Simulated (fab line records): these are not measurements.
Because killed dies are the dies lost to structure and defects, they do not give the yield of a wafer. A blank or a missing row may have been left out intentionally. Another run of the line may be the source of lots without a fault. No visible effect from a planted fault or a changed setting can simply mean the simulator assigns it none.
fab line records | flow n5Finfet
record lots=7 | wafers=21
route steps=1938 shown BEOL_M5@1160 BEOL_M6@1201 BEOL_M7@1280 BEOL_M8@1350 BEOL_M9@1405 BEOL_M10@1494
startH: hours from the record's first day to the start of the lot's first wafer shown | waitH: time in hours since the lot's previous step | " same as the row above | L1.1+2: a row that stands for several wafers | - either no value or no given start | * or withheld: withheld | < > ~ a bound
route shown NAME@n: NAME is a module with steps in the file, n the number in the route of the first one | usual: mean and standard deviation over wafers with no fault | same: alike in all rows | chamber/n: place in a boat | sites: readings site by site | _std_site: standard deviation across them | _edge_site: outer sites' mean less inner sites' | radiusMm: for every site, how far away it sits from the centre of the wafer | mask NAME#n: copy n | behind: the tool/chamber that last shaped the wafer | hold: cause of the lot's hold/its duration in hours/its outcome | device: the transistor (n, p or np) that didn't switch | end of line: tests of these same wafers at the route's end | a step given without rows: its recipe and nothing more | killed: dies lost to structure and defects at the first sort, not the wafer's yield | map: the dies of a wafer, with x for killed, . for not killed, _ for no die there
set.NAME: the run value of the setting; set.NAME@STEP: its run value at that earlier step | model.NAME: the simulator's own value behind a step, which no gauge read
lots run with intentionally changed settings; tables by step, rows by wafer
## steps
# step N5_BEOL_M5_TRENCH_ETCH_37
# recipe chemistry=C4F6/O2 | targetDepthA=716.52 | target=SiCOH_lowk | timeS=24.7 | ionEnergyEv=250 | pressureMtorr=30 | sourceW=345 | biasW=185 | Ar_flow_sccm=300 | C4F6_flow_sccm=10 | O2_flow_sccm=10
lot.wafer | tool       | chamber | startH | waitH | set.sourceW | model.etch.depthNm | model.BEOL_M5.featureDepthNm
L079.1    | rieDiel-06 | 1       | -      | -     | 322.4       | 69.65              | 69.6
L079.4    | "          | 2       | "      | "     | 345         | 71.27              | 71.2
L079.6    | "          | 0       | "      | "     | 345         | 72.68              | 72.6
L080.1    | rieDiel-02 | 2       | -      | -     | 345         | 71.02              | 71
L080.5    | "          | 0       | "      | "     | 345         | 71.81              | 71.8
L080.6    | "          | 3       | "      | "     | 345         | 71.31              | 71.4
L082.1    | rieDiel-02 | 0       | -      | -     | 345         | 71.73              | 71.8
L082.2    | "          | 3       | "      | "     | 345         | 71.82              | 71.8
L082.6    | "          | 0       | "      | "     | 345         | 72.27              | 72.2
L084.2    | rieDiel-03 | 0       | -      | -     | 345         | 70.81              | 70.8
L084.3    | "          | 2       | "      | "     | 325.2       | 70.27              | 70.2
L084.4    | "          | 2       | "      | "     | 325.2       | 71.09              | 71
L089.3    | rieDiel-02 | 0       | -      | -     | 345         | 71.64              | 71.6
L089.4    | "          | 1       | "      | "     | 345         | 70.79              | 70.8
L089.5    | "          | 0       | "      | "     | 345         | 71.05              | 71
L087.1    | rieDiel-06 | 1       | -      | -     | 381.9       | 74.59              | 74.6
L087.4    | "          | 2       | "      | "     | 345         | 72.04              | 72
L087.6    | "          | 3       | "      | "     | 381.9       | 74.6               | 74.6
L095.1    | rieDiel-02 | 1       | -      | -     | 406.7       | 75.95              | 76
L095.3    | "          | 0       | "      | "     | 345         | 72.06              | 72
L095.6    | "          | 1       | "      | "     | 406.7       | 75.56              | 75.6
# step N5_BEOL_M5_ETCH_41
# recipe chemistry=CH3F/O2 | target=SiCN | targetDepthA=315 | taperDeg=2 | timeS=56.7 | ionEnergyEv=120 | maskMaterial=TiN | pressureMtorr=30 | sourceW=395 | biasW=75 | Ar_flow_sccm=150 | CH3F_flow_sccm=30 | O2_flow_sccm=20
# step N5_BEOL_M5_STRIP_91
# recipe chemistry=N2/H2 | timeS=10 | powerW=450 | tempC=40 | pressureMtorr=20 | rfFrequencyHz=6e+07 | biasPowerW=7 | n2FlowSccm=200 | h2FlowSccm=200
# step N5_BEOL_M5_OCD_MEAS_38
# usual trenchDepthNm=71.6/0.99
lot.wafer | tool   | chamber | startH | waitH | set.sourceW@BEOL_M5_TRENCH_ETCH_37 | trenchDepthNm
L079.1    | ocd-02 | -       | 207.03 | -     | 322.4                              | 70.1
L079.4    | "      | -       | "      | "     | 345                                | 71.2
L079.6    | "      | -       | "      | "     | 345                                | 73.1
L080.1    | ocd-02 | -       | 232.30 | -     | 345                                | 70.9
L080.5    | "      | -       | "      | "     | 345                                | 71.7
L080.6    | "      | -       | "      | "     | 345                                | 71.1
L082.1    | ocd-02 | -       | 260.11 | -     | 345                                | 71.9
L082.2    | "      | -       | "      | "     | 345                                | 71.9
L082.6    | "      | -       | "      | "     | 345                                | 72.5
L084.2    | ocd-01 | -       | 289.94 | -     | 345                                | 70.8
L084.3    | "      | -       | "      | "     | 325.2                              | 70.2
L084.4    | "      | -       | "      | "     | 325.2                              | 71.0
L089.3    | ocd-01 | -       | 302.75 | -     | 345                                | 71.5
L089.4    | "      | -       | "      | "     | 345                                | 70.5
L089.5    | "      | -       | "      | "     | 345                                | 70.6
L087.1    | ocd-02 | -       | 312.74 | -     | 381.9                              | 75.2
L087.4    | "      | -       | "      | "     | 345                                | 71.8
L087.6    | "      | -       | "      | "     | 381.9                              | 74.8
L095.1    | ocd-01 | -       | 356.32 | -     | 406.7                              | 75.5
L095.3    | "      | -       | "      | "     | 345                                | 71.6
L095.6    | "      | -       | "      | "     | 406.7                              | 75.2
# step N5_BEOL_M6_COAT_05
# recipe resist=CAR-ArF | spinRpm=1500 | resistThkNm=90
lot.wafer | tool          | chamber | startH | waitH | set.spinRpm | model.CAR-ArF_of_BEOL_M6_COAT_05.thkNm
L079.1    | lithoTrack-02 | 0       | -      | -     | 1500        | 89.8
L079.4    | "             | 0       | "      | "     | 1568        | 87.6
L079.6    | "             | 0       | "      | "     | 1500        | 90
L080.1+5  | lithoTrack-02 | 0       | -      | -     | 1500        | 89.6
L080.6    | "             | 0       | "      | "     | 1500        | 89.8
L082.1+6  | lithoTrack-05 | 0       | -      | -     | 1500        | 90.2
L082.2    | "             | 0       | "      | "     | 1583        | 87.8
L084.2+4  | lithoTrack-02 | 0       | -      | -     | 1599        | 86.8
L084.3    | "             | 0       | "      | "     | 1500        | 89.6
L089.3    | lithoTrack-01 | 0       | -      | -     | 1500        | 90.2
L089.4+5  | "             | 0       | "      | "     | 1500        | 90.4
L087.1+6  | lithoTrack-05 | 0       | -      | -     | 1500        | 90.4
L087.4    | "             | 0       | "      | "     | 1622        | 87
L095.1    | lithoTrack-01 | 0       | -      | -     | 1500        | 90
L095.3    | "             | 0       | "      | "     | 1399        | 93.2
L095.6    | "             | 0       | "      | "     | 1399        | 93
# step N5_BEOL_M6_EBR_07
# recipe solvent=PGMEA | ebrWidthMm=1.5
# step N5_BEOL_M6_SOFTBAKE_06
# recipe tempC=110 | timeS=60 | resist=CAR-ArF
# step N5_BEOL_M6_EXPOSE_08
# recipe maskId=M6 | na=1.35 | sourceShape=dipole | sigmaInner=0.817 | sigmaOuter=0.97 | polarization=te | doseMj=68.25
# step N5_BEOL_M6_PEB_09
# recipe pebTempC=withheld | pebTimeS=60 | resist=CAR-ArF
# step N5_BEOL_M6_DEVELOP_10
# recipe developTimeS=30 | developer=TMAH | resist=CAR-ArF | rinseLiquid=diw | dry=airSpin | devTempC=23
lot.wafer | tool          | chamber | startH | waitH | set.spinRpm@BEOL_M6_COAT_05 | model.CAR-ArF_of_BEOL_M6_COAT_05.thkNm
L079.1    | lithoTrack-02 | 0       | -      | -     | 1500                        | 88
L079.4    | "             | 0       | "      | "     | 1568                        | 85.8
L079.6    | "             | 0       | "      | "     | 1500                        | 88.2
L080.1+5  | lithoTrack-02 | 0       | -      | -     | 1500                        | 87.8
L080.6    | "             | 0       | "      | "     | 1500                        | 88
L082.1+6  | lithoTrack-05 | 0       | -      | -     | 1500                        | 88.6
L082.2    | "             | 0       | "      | "     | 1583                        | 86.2
L084.2+4  | lithoTrack-02 | 0       | -      | -     | 1599                        | 85
L084.3    | "             | 0       | "      | "     | 1500                        | 88
L089.3+4  | lithoTrack-02 | 0       | -      | -     | 1500                        | 88.6
L089.5    | "             | 0       | "      | "     | 1500                        | 88.8
L087.1+6  | lithoTrack-01 | 0       | -      | -     | 1500                        | 88.6
L087.4    | "             | 0       | "      | "     | 1622                        | 85.4
L095.1    | lithoTrack-05 | 0       | -      | -     | 1500                        | 88.2
L095.3    | "             | 0       | "      | "     | 1399                        | 91.6
L095.6    | "             | 0       | "      | "     | 1399                        | 91.4
# step N5_BEOL_M7_ETCH_61
# recipe chemistry=CF4 | target=SiARC | targetDepthA=455 | maskMaterial=CAR-ArF | timeS=75.8 | ionEnergyEv=80 | pressureMtorr=40 | sourceW=545 | biasW=36 | Ar_flow_sccm=100 | cf4FlowSccm=100 | ends=cleared
# usual etchRfOnTimeS=75.7/1.3
lot.wafer | tool       | chamber | startH | waitH | set.sourceW | etchRfOnTimeS
L079.1    | rieDiel-03 | 3       | 223.14 | 0.0   | 545         | 75.7
L079.4    | "          | 2       | "      | "     | 545         | 77.7
L079.6    | "          | 1       | "      | "     | 570.1       | 71.7
L080.1    | rieDiel-02 | 3       | 251.27 | 0.0   | 545         | 74.7
L080.5    | "          | 3       | "      | "     | 545         | 74.3
L080.6    | "          | 2       | "      | "     | 545         | 75.6
L082.1    | rieDiel-06 | 0       | 276.38 | 0.0   | 639.4       | 64.8
L082.2    | "          | 1       | "      | "     | 639.4       | 66.6
L082.6    | "          | 2       | "      | "     | 639.4       | 64.9
L084.2    | rieDiel-06 | 3       | 308.20 | 0.0   | 545         | 76.0
L084.3    | "          | 1       | "      | "     | 545         | 76.5
L084.4    | "          | 2       | "      | "     | 545         | 75.0
L089.3    | rieDiel-03 | 1       | 323.67 | 0.0   | 545         | 73.5
L089.4    | "          | 3       | "      | "     | 545         | 76.8
L089.5    | "          | 3       | "      | "     | 545         | 77.3
L087.1    | rieDiel-02 | 0       | 331.30 | 0.0   | 545         | 76.7
L087.4    | "          | 1       | "      | "     | 545         | 76.5
L087.6    | "          | 1       | "      | "     | 545         | 76.6
L095.1    | rieDiel-03 | 3       | 374.29 | 0.0   | 545         | 77.6
L095.3    | "          | 2       | "      | "     | 545         | 76.3
L095.6    | "          | 0       | "      | "     | 487         | 86.3
# step N5_BEOL_M7_COAT_71
# recipe resist=underlayer | tempC=205 | timeS=60 | spinRpm=1500 | resistThkNm=5
lot.wafer  | tool          | chamber | startH | waitH | set.spinRpm
L079.1+4+6 | lithoTrack-02 | 0       | -      | -     | 1500
L080.1+5+6 | lithoTrack-03 | 0       | -      | -     | 1500
L082.1     | lithoTrack-04 | 0       | -      | -     | 1358
L082.2+6   | "             | 0       | "      | "     | 1500
L084.2     | lithoTrack-02 | 0       | -      | -     | 1500
L084.3+4   | "             | 0       | "      | "     | 1666
L089.3     | lithoTrack-04 | 0       | -      | -     | 1500
L089.4+5   | "             | 0       | "      | "     | 1546
L087.1+6   | lithoTrack-04 | 0       | -      | -     | 1500
L087.4     | "             | 0       | "      | "     | 1599
L095.1+3+6 | lithoTrack-03 | 0       | -      | -     | 1500
# step N5_BEOL_M7_COAT_22
# recipe resist=CAR-EUV | spinRpm=1500 | resistThkNm=30
# step N5_BEOL_M7_EBR_24
# recipe solvent=PGMEA | ebrWidthMm=1.5
# step N5_BEOL_M7_DESCUM_33
# recipe chemistry=O2 | timeS=7 | sourcePowerW=50 | biasPowerW=20 | pressureMtorr=20 | rfFrequencyHz=2.712e+07 | tempC=40 | resist=CAR-EUV | o2FlowSccm=225
# step N5_BEOL_M7_ETCH_72
# recipe chemistry=N2/H2 | target=underlayer | targetDepthA=65 | maskMaterial=CAR-EUV | timeS=5.2 | ionEnergyEv=200 | pressureMtorr=30 | sourceW=840 | biasW=150 | n2FlowSccm=200 | h2FlowSccm=200 | ends=cleared
# usual etchRfOnTimeS=5.19/0.088
lot.wafer | tool       | chamber | startH | waitH | set.spinRpm@BEOL_M7_COAT_71 | etchRfOnTimeS | model.etch.depthNm
L079.1    | rieDiel-03 | 0       | 228.63 | 0.0   | 1500                        | 5.29          | 4.989
L079.4    | "          | 3       | "      | "     | 1500                        | 5.32          | 4.988
L079.6    | "          | 0       | "      | "     | 1500                        | 5.36          | 4.983
L080.1    | rieDiel-06 | 0       | 254.97 | 0.0   | 1500                        | 5.15          | 4.998
L080.5    | "          | 1       | "      | "     | 1500                        | 5.23          | 5.014
L080.6    | "          | 0       | "      | "     | 1500                        | 5.19          | 5.009
L082.1    | rieDiel-03 | 3       | 277.93 | 0.0   | 1358                        | 5.65          | 5.26
L082.2    | "          | 1       | "      | "     | 1500                        | 5.20          | 5.002
L082.6    | "          | 2       | "      | "     | 1500                        | 5.24          | 4.999
L084.2    | rieDiel-03 | 0       | 312.39 | 0.0   | 1500                        | 5.33          | 4.986
L084.3    | "          | 2       | "      | "     | 1666                        | 4.95          | 4.734
L084.4    | "          | 3       | "      | "     | 1666                        | 5.06          | 4.745
L089.3    | rieDiel-03 | 2       | 324.69 | 0.0   | 1500                        | 5.20          | 4.992
L089.4    | "          | 1       | "      | "     | 1546                        | 4.94          | 4.921
L089.5    | "          | 1       | "      | "     | 1546                        | 4.97          | 4.921
L087.1    | rieDiel-02 | 1       | 333.40 | 0.0   | 1500                        | 5.24          | 5.008
L087.4    | "          | 3       | "      | "     | 1599                        | 5.03          | 4.86
L087.6    | "          | 1       | "      | "     | 1500                        | 5.27          | 4.994
L095.1    | rieDiel-06 | 2       | 375.62 | 0.0   | 1500                        | 5.20          | 5.009
L095.3    | "          | 3       | "      | "     | 1500                        | 5.24          | 5.006
L095.6    | "          | 0       | "      | "     | 1500                        | 5.16          | 4.992
# step N5_BEOL_M8_ETCH_62
# recipe chemistry=N2/H2 | target=SOC | targetDepthA=1100 | overetchA=220 | maskMaterial=SiARC | tempC=40 | timeS=165 | ionEnergyEv=200 | pressureMtorr=30 | sourceW=840 | biasW=150 | n2FlowSccm=200 | h2FlowSccm=200
# usual rfVppV=523.6/2
lot.wafer | tool       | chamber | startH | waitH | set.biasW | rfVppV | model.SiARC_of_BEOL_M8_COAT_60.thkNm
L079.1    | rieDiel-04 | 0       | 236.27 | 0.0   | 150       | 526.7  | 28.2
L079.4    | "          | 3       | "      | "     | 173.9     | 575.7  | 26.8
L079.6    | "          | 1       | "      | "     | 150       | 522.5  | 28.2
L080.1    | rieDiel-01 | 0       | 259.72 | 0.0   | 150       | 520.6  | 28.2
L080.5    | "          | 1       | "      | "     | 150       | 523.1  | 28.2
L080.6    | "          | 2       | "      | "     | 150       | 525.1  | 28
L082.1    | rieDiel-01 | 2       | 284.44 | 0.0   | 150       | 525.4  | 28.4
L082.2    | "          | 0       | "      | "     | 125.2     | 463.6  | 30
L082.6    | "          | 3       | "      | "     | 125.2     | 466.6  | 30
L084.2    | rieDiel-01 | 3       | 320.15 | 0.0   | 174       | 573.9  | 27.2
L084.3    | "          | 2       | "      | "     | 150       | 522.9  | 28.4
L084.4    | "          | 1       | "      | "     | 150       | 522.9  | 28.6
L089.3    | rieDiel-01 | 1       | 331.50 | 0.0   | 150       | 523.1  | 28.4
L089.4    | "          | 3       | "      | "     | 150       | 523.7  | 28.4
L089.5    | "          | 1       | "      | "     | 167.8     | 562.3  | 27.6
L087.1    | rieDiel-05 | 3       | 337.79 | 0.0   | 173.1     | 571.4  | 27
L087.4    | "          | 1       | "      | "     | 150       | 521.7  | 28.4
L087.6    | "          | 2       | "      | "     | 150       | 526.2  | 28.4
L095.1    | rieDiel-05 | 0       | 384.99 | 0.0   | 129.6     | 479.8  | 29.8
L095.3    | "          | 1       | "      | "     | 150       | 524.0  | 28.6
L095.6    | "          | 0       | "      | "     | 129.6     | 480.4  | 29.8
# step N5_BEOL_M9_HM_DEP_02
# recipe material=TiN | targetThkA=200 | tempC=25 | chamberPressurePa=0.49996
lot.wafer  | tool          | chamber | startH | waitH | set.targetThkA | model.TiN_of_BEOL_M9_HM_DEP_02.thkNm
L079.1     | pvdSputter-03 | -       | 242.92 | 0.0   | 200            | 19.8
L079.4     | "             | -       | "      | "     | 200            | 20.2
L079.6     | "             | -       | "      | "     | 200            | 20.4
L080.1     | pvdSputter-03 | -       | 268.23 | 0.3   | 200            | 19.6
L080.5+6   | "             | -       | "      | "     | 200            | 19.8
L082.1     | pvdSputter-02 | -       | 292.75 | 2.0   | 200            | 19.6
L082.2     | "             | -       | "      | "     | 215.8          | 21.2
L082.6     | "             | -       | "      | "     | 200            | 19.4
L084.2     | pvdSputter-02 | -       | 326.82 | 0.6   | 200            | 20
L084.3     | "             | -       | "      | "     | 184.7          | 19
L084.4     | "             | -       | "      | "     | 200            | 20.4
L089.3     | pvdSputter-02 | -       | 341.37 | 2.7   | 200            | 20.2
L089.4     | "             | -       | "      | "     | 218.2          | 22
L089.5     | "             | -       | "      | "     | 200            | 20
L087.1     | pvdSputter-02 | -       | 346.92 | 1.3   | 200            | 20
L087.4     | "             | -       | "      | "     | 186.1          | 18.4
L087.6     | "             | -       | "      | "     | 200            | 19.8
L095.1+3+6 | pvdSputter-03 | -       | 391.49 | 0.9   | 200            | 20
# step N5_BEOL_M9_DESCUM_16
# recipe chemistry=O2 | timeS=7.9 | sourcePowerW=50 | biasPowerW=20 | pressureMtorr=20 | rfFrequencyHz=2.712e+07 | tempC=40 | resist=CAR-ArF | o2FlowSccm=225
lot.wafer | tool       | chamber | startH | waitH | set.timeS | model.CAR-ArF_of_BEOL_M9_COAT_05.thkNm
L079.1    | rieDiel-06 | 2       | 243.51 | 0.0   | 7.9       | 83.6
L079.4    | "          | 1       | "      | "     | 7.9       | 83.2
L079.6    | "          | 3       | "      | "     | 6.745     | 84
L080.1+6  | rieDiel-03 | 2,0     | 268.81 | 0.0   | 7.9       | 83.4
L080.5    | "          | 1       | "      | "     | 7.9       | 83.6
L082.1+2  | rieDiel-02 | 0,1     | 293.33 | 0.0   | 7.9       | 83.6
L082.6    | "          | 0       | "      | "     | 7.319     | 84
L084.2    | rieDiel-02 | 2       | 327.40 | 0.0   | 7.9       | 83.8
L084.3+4  | "          | 3,0     | "      | "     | 7.9       | 83.4
L089.3    | rieDiel-06 | 3       | 341.95 | 0.0   | 7.9       | 83.2
L089.4    | "          | 1       | "      | "     | 9.463     | 82.6
L089.5    | "          | 0       | "      | "     | 9.463     | 82.2
L087.1    | rieDiel-02 | 0       | 347.53 | 0.1   | 7.9       | 83.4
L087.4+6  | "          | 3       | "      | "     | 6.562     | 84.2
L095.1    | rieDiel-02 | 3       | 392.51 | 0.6   | 7.9       | 83.6
L095.3    | "          | 1       | "      | "     | 7.9       | 83.4
L095.6    | "          | 1       | "      | "     | 8.363     | 83.2
# step N5_BEOL_M9_ETCH_61
# recipe chemistry=CF4 | target=SiARC | targetDepthA=390 | maskMaterial=CAR-ArF | timeS=65 | ionEnergyEv=80 | pressureMtorr=40 | sourceW=545 | biasW=36 | Ar_flow_sccm=100 | cf4FlowSccm=100 | ends=cleared
# step N5_BEOL_M9_ETCH_62
# recipe chemistry=N2/H2 | target=SOC | targetDepthA=1100 | overetchA=220 | maskMaterial=SiARC | tempC=40 | timeS=165 | ionEnergyEv=200 | pressureMtorr=30 | sourceW=840 | biasW=150 | n2FlowSccm=200 | h2FlowSccm=200
# step N5_BEOL_M9_STRIP_68
# recipe chemistry=N2/H2 | tempC=40 | n2FlowSccm=200 | h2FlowSccm=200 | rfFrequencyHz=6e+07
# step N5_BEOL_M9_STRIP_67
# recipe chemistry=CF4 | resist=SiARC | powerW=300 | biasPowerW=75 | pressureMtorr=50 | cf4FlowSccm=150 | rfFrequencyHz=6e+07
# step N5_BEOL_M9_HM_OPEN_17
# recipe chemistry=Cl2/BCl3 | targetDepthA=200 | overetchA=60 | target=TiN | maskMaterial=SOC | ionEnergyEv=150 | pressureMtorr=10 | icpW=1000 | biasW=126 | Cl2_flow_sccm=53.25 | bcl3FlowSccm=21.75 | Ar_flow_sccm=25
lot.wafer | tool        | chamber | startH | waitH | set.targetThkA@BEOL_M9_HM_DEP_02 | model.etch.depthNm
L079.1    | rieMetal-02 | 0       | 243.78 | 0.0   | 200                              | 19.89
L079.4    | "           | 1       | "      | "     | 200                              | 20.12
L079.6    | "           | 1       | "      | "     | 200                              | 20.31
L080.1    | rieMetal-01 | 1       | 269.08 | 0.0   | 200                              | 19.69
L080.5    | "           | 1       | "      | "     | 200                              | 19.86
L080.6    | "           | 0       | "      | "     | 200                              | 19.71
L082.1    | rieMetal-02 | 0       | 293.61 | 0.0   | 200                              | 19.58
L082.2    | "           | 1       | "      | "     | 215.8                            | 21.22
L082.6    | "           | 1       | "      | "     | 200                              | 19.5
L084.2    | rieMetal-02 | 0       | 327.68 | 0.0   | 200                              | 20.06
L084.3    | "           | 1       | "      | "     | 184.7                            | 18.91
L084.4    | "           | 0       | "      | "     | 200                              | 20.35
L089.3    | rieMetal-01 | 1       | 342.25 | 0.1   | 200                              | 20.21
L089.4    | "           | 0       | "      | "     | 218.2                            | 22.04
L089.5    | "           | 0       | "      | "     | 200                              | 20.05
L087.1    | rieMetal-02 | 0       | 347.81 | 0.0   | 200                              | 20.1
L087.4    | "           | 0       | "      | "     | 186.1                            | 18.32
L087.6    | "           | 0       | "      | "     | 200                              | 19.73
L095.1+3  | rieMetal-03 | 0,1     | 392.78 | 0.0   | 200                              | 20.03
L095.6    | "           | 0       | "      | "     | 200                              | 19.98
# step N5_BEOL_M9_ETCH_66
# recipe chemistry=N2/H2 | target=SOC | targetDepthA=800 | overetchA=160 | maskMaterial=SiARC | tempC=40 | timeS=120 | ionEnergyEv=200 | pressureMtorr=30 | sourceW=840 | biasW=150 | n2FlowSccm=200 | h2FlowSccm=200
lot.wafer | tool       | chamber | startH | waitH | set.timeS | model.SiARC_of_BEOL_M9_COAT_64.thkNm
L079.1    | rieDiel-02 | 2       | 244.83 | 0.0   | 97.02     | 7.4
L079.4+6  | "          | 0,3     | "      | "     | 120       | 6.4
L080.1+6  | rieDiel-03 | 3,2     | 270.75 | 0.0   | 120       | 6.4
L080.5    | "          | 1       | "      | "     | 120       | 6.2
L082.1    | rieDiel-03 | 2       | 295.38 | 0.0   | 120       | 6.4
L082.2    | "          | 3       | "      | "     | 96.75     | 7.6
L082.6    | "          | 0       | "      | "     | 120       | 6.6
L084.2    | rieDiel-03 | 0       | 330.13 | 0.0   | 134.6     | 6
L084.3    | "          | 1       | "      | "     | 120       | 6.2
L084.4    | "          | 2       | "      | "     | 120       | 6.4
L089.3+4  | rieDiel-02 | 2,0     | 343.21 | 0.0   | 120       | 6.6
L089.5    | "          | 3       | "      | "     | 120       | 6.4
L087.1+6  | rieDiel-02 | 2,0     | 350.19 | 0.0   | 120       | 6.4
L087.4    | "          | 0       | "      | "     | 132.1     | 6
L095.1    | rieDiel-02 | 2       | 394.86 | 0.0   | 97.14     | 7.4
L095.3    | "          | 0       | "      | "     | 120       | 6.4
L095.6    | "          | 1       | "      | "     | 120       | 6.6
# step N5_BEOL_M9_TRENCH_ETCH_37
# recipe chemistry=C4F6/O2 | targetDepthA=1514.3 | target=SiCOH_lowk | timeS=49 | ionEnergyEv=250 | pressureMtorr=30 | sourceW=345 | biasW=185 | Ar_flow_sccm=300 | C4F6_flow_sccm=10 | O2_flow_sccm=10
# usual rfVppV=663/6.6
lot.wafer | tool       | chamber | startH | waitH | set.biasW | set.targetThkA@BEOL_M9_HM_DEP_02 | rfVppV | model.TiN_of_BEOL_M9_HM_DEP_02.thkNm
L079.1    | rieDiel-02 | 2       | -      | -     | 185       | 200                              | 668    | 15.8
L079.4    | "          | 0       | "      | "     | 185       | 200                              | 658    | 16
L079.6    | "          | 3       | "      | "     | 185       | 200                              | 657    | 16.2
L080.1    | rieDiel-03 | 3       | -      | -     | 185       | 200                              | 673    | 15.4
L080.5    | "          | 1       | "      | "     | 185       | 200                              | 674    | 15.6
L080.6    | "          | 2       | "      | "     | 185       | 200                              | 673    | 15.4
L082.1    | rieDiel-03 | 2       | -      | -     | 173.3     | 200                              | 639    | 15.6
L082.2    | "          | 3       | "      | "     | 185       | 215.8                            | 673    | 17
L082.6    | "          | 0       | "      | "     | 185       | 200                              | 664    | 15.4
L084.2    | rieDiel-03 | 0       | -      | -     | 199.2     | 200                              | 704    | 15.6
L084.3    | "          | 1       | "      | "     | 185       | 184.7                            | 672    | 14.6
L084.4    | "          | 2       | "      | "     | 199.2     | 200                              | 715    | 15.8
L089.3    | rieDiel-02 | 2       | -      | -     | 159.3     | 200                              | 592    | 16.4
L089.4    | "          | 0       | "      | "     | 159.3     | 218.2                            | 581    | 18.2
L089.5    | "          | 3       | "      | "     | 159.3     | 200                              | 582    | 16.2
L087.1    | rieDiel-02 | 2       | -      | -     | 185       | 200                              | 667    | 16
L087.4    | "          | 0       | "      | "     | 185       | 186.1                            | 657    | 14.2
L087.6    | "          | 0       | "      | "     | 185       | 200                              | 656    | 15.6
L095.1    | rieDiel-02 | 2       | -      | -     | 216.3     | 200                              | 754    | 15.4
L095.3    | "          | 0       | "      | "     | 216.3     | 200                              | 742    | 15.4
L095.6    | "          | 1       | "      | "     | 185       | 200                              | 663    | 15.8
# step N5_BEOL_M10_COAT_63
# recipe resist=SOC | tempC=250 | timeS=60 | spinRpm=1500 | resistThkNm=100
lot.wafer  | tool          | chamber | startH | waitH | set.spinRpm | model.SOC_of_BEOL_M10_COAT_63.thkNm
L079.1     | lithoTrack-05 | 0       | 250.09 | 0.8   | 1556        | 98
L079.4+6   | "             | 0       | "      | "     | 1500        | 99.8
L080.1     | lithoTrack-03 | 0       | 277.36 | 0.3   | 1500        | 100.4
L080.5     | "             | 0       | "      | "     | 1500        | 100.6
L080.6     | "             | 0       | "      | "     | 1500        | 100.2
L082.1+2+6 | lithoTrack-04 | 0       | 301.78 | 1.1   | 1500        | 100.4
L084.2     | lithoTrack-03 | 0       | 339.56 | 2.8   | 1500        | 100.4
L084.3+4   | "             | 0       | "      | "     | 1500        | 100.2
L089.3     | lithoTrack-04 | 0       | 349.33 | 0.8   | 1500        | 100.2
L089.4+5   | "             | 0       | "      | "     | 1365        | 104.8
L087.1+6   | lithoTrack-03 | 0       | 360.44 | 3.0   | 1500        | 100
L087.4     | "             | 0       | "      | "     | 1500        | 100.2
L095.1     | lithoTrack-04 | 0       | 400.88 | 0.3   | 1596        | 97.6
L095.3+6   | "             | 0       | "      | "     | 1500        | 100.4
## key
split step=N5_BEOL_M5_TRENCH_ETCH_37 | setting=sourceW | stated=345 | by=wafer
response step=N5_BEOL_M5_TRENCH_ETCH_37 | reading=model.etch.depthNm | change=+0.215 | per=1% | r=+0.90
response step=N5_BEOL_M5_TRENCH_ETCH_37 | reading=model.BEOL_M5.featureDepthNm | change=+0.22 | per=1% | r=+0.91
response step=N5_BEOL_M5_OCD_MEAS_38 | reading=trenchDepthNm | change=+0.225 | per=1% | r=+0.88
split step=N5_BEOL_M6_COAT_05 | setting=spinRpm | stated=1500 | by=wafer
response step=N5_BEOL_M6_COAT_05 | reading=model.CAR-ArF_of_BEOL_M6_COAT_05.thkNm | change=-0.44 | per=1% | r=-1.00
response step=N5_BEOL_M6_DEVELOP_10 | reading=model.CAR-ArF_of_BEOL_M6_COAT_05.thkNm | change=-0.445 | per=1% | r=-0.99
split step=N5_BEOL_M7_ETCH_61 | setting=sourceW | stated=545 | by=wafer
response step=N5_BEOL_M7_ETCH_61 | reading=etchRfOnTimeS | change=* | per=1% | r=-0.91
split step=N5_BEOL_M7_COAT_71 | setting=spinRpm | stated=1500 | by=wafer
response step=N5_BEOL_M7_ETCH_72 | reading=etchRfOnTimeS | change=* | per=1% | r=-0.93
response step=N5_BEOL_M7_ETCH_72 | reading=model.etch.depthNm | change=-0.0238 | per=1% | r=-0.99
split step=N5_BEOL_M8_ETCH_62 | setting=biasW | stated=150 | by=wafer
response step=N5_BEOL_M8_ETCH_62 | reading=rfVppV | change=+3.28 | per=1% | r=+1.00
response step=N5_BEOL_M8_ETCH_62 | reading=model.SiARC_of_BEOL_M8_COAT_60.thkNm | change=-0.0869 | per=1% | r=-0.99
split step=N5_BEOL_M9_HM_DEP_02 | setting=targetThkA | stated=200 | by=wafer
response step=N5_BEOL_M9_HM_DEP_02 | reading=model.TiN_of_BEOL_M9_HM_DEP_02.thkNm | change=+0.2 | per=1% | r=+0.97
response step=N5_BEOL_M9_HM_OPEN_17 | reading=model.etch.depthNm | change=+0.205 | per=1% | r=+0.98
response step=N5_BEOL_M9_TRENCH_ETCH_37 | reading=model.TiN_of_BEOL_M9_HM_DEP_02.thkNm | change=+0.193 | per=1% | r=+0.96
split step=N5_BEOL_M9_DESCUM_16 | setting=timeS | stated=7.9 | by=wafer
response step=N5_BEOL_M9_DESCUM_16 | reading=model.CAR-ArF_of_BEOL_M9_COAT_05.thkNm | change=-0.0437 | per=1% | r=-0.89
split step=N5_BEOL_M9_ETCH_66 | setting=timeS | stated=120 | by=wafer
response step=N5_BEOL_M9_ETCH_66 | reading=model.SiARC_of_BEOL_M9_COAT_64.thkNm | change=-0.0482 | per=1% | r=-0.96
split step=N5_BEOL_M9_TRENCH_ETCH_37 | setting=biasW | stated=185 | by=wafer
response step=N5_BEOL_M9_TRENCH_ETCH_37 | reading=rfVppV | change=+4.95 | per=1% | r=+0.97
split step=N5_BEOL_M10_COAT_63 | setting=spinRpm | stated=1500 | by=wafer
response step=N5_BEOL_M10_COAT_63 | reading=model.SOC_of_BEOL_M10_COAT_63.thkNm | change=-0.486 | per=1% | r=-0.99
